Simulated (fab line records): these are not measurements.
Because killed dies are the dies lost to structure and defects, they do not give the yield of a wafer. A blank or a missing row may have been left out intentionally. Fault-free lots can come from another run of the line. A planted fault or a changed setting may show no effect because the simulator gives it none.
One fault seen from 2 desks || flow nand harc || every desk sees just its own numbers, and what lay behind them comes last

## THE METROLOGY DESK
Lot by lot, what the gauges showed, no matter which tool ran the lot: averages of those sampled wafers that carry a number. If a lot's mean is further than 4 standard deviations from the usual mean, the lot is out of limits and carries the mark OUT (the distance appears in the brackets).
Columns: A = cd nm at NHARC_P_CONTACT_CD_MEAS_12, usual 89.8 nm; B = cd nm at NHARC_P_M0_CD_MEAS_09, usual 89.8 nm
{"lot": "L545", "first seen here": "day 5 19:29", "A": 90.2, "B": 90.5}
{"lot": "L546", "first seen here": "day 6 10:58", "A": 90.4, "B": 89.6}
{"lot": "L548", "first seen here": "day 7 02:17", "A": 90.3, "B": 89.7}
{"lot": "L547", "first seen here": "day 7 04:47", "A": 88.9, "B": 89.3}
{"lot": "L549", "first seen here": "day 7 14:29", "A": 89.7, "B": 89.9}
{"lot": "L554", "first seen here": "day 9 10:42", "A": 90.3, "B": 90.5}
{"lot": "L555", "first seen here": "day 10 03:11", "A": 90.3, "B": 90.5}
{"lot": "L556", "first seen here": "day 10 16:52", "A": 89.5, "B": 90.3}
{"lot": "L559", "first seen here": "day 12 01:43", "A": 89.2, "B": 89.6}
{"lot": "L564", "first seen here": "day 13 23:04", "A": 89.6, "B": "87.5 (-4.9) OUT"}
{"lot": "L567", "first seen here": "day 14 23:47", "A": 90.5, "B": 89.6}
Finding of this desk: L564 out of limits; the first was L564 at day 14 03:38, on cd nm at NHARC_P_M0_CD_MEAS_09. L545, L546, L548, L547, L549, L554, L555, L556, L559, L567: within limits.

## AT THE TOOL OWNER'S DESK: litho track-06
The tool's own readings at NHARC_P_M0_PEB_07 (peb time 65 s): means of the sampled wafers that have a number, for each lot that ran on this tool. If a lot's mean is further than 4 standard deviations from the usual mean, the lot is out of limits and carries the mark OUT (the distance appears in the brackets).
Columns: A = chill plate temp C at NHARC_P_M0_PEB_07, usual 23.01 C; B = heater power total W at NHARC_P_M0_PEB_07, usual 156.6 W
{"lot": "L555", "first seen here": "day 10 07:20", "A": 23.01, "B": 156.8}
{"lot": "L556", "first seen here": "day 10 20:56", "A": 23.03, "B": 156.9}
{"lot": "L564", "first seen here": "day 14 03:33", "A": 22.96, "B": "162.7 (+14) OUT"}
Finding of this desk: L564 out of limits; the first was L564 at day 14 03:33, on heater power total W at NHARC_P_M0_PEB_07. L555, L556: within limits.

## PUT TOGETHER
On L564, at day 14 03:33, an alarm was possible from the tool owner's desk.
On L564, the metrology desk was in a position to raise an alarm at day 14 03:38.
On litho track-06, each named lot ran NHARC_P_M0_PEB_07.

## WHAT THE SIMULATOR HAD PUT IN
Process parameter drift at NHARC_P_M0_PEB_07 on litho track-06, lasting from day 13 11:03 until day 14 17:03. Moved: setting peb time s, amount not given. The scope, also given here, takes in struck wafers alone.
Shown lots that were struck: L564.
Time in hours from fault onset to the first out-of-limits reading at each desk: tool owner's desk 16, metrology desk 17.
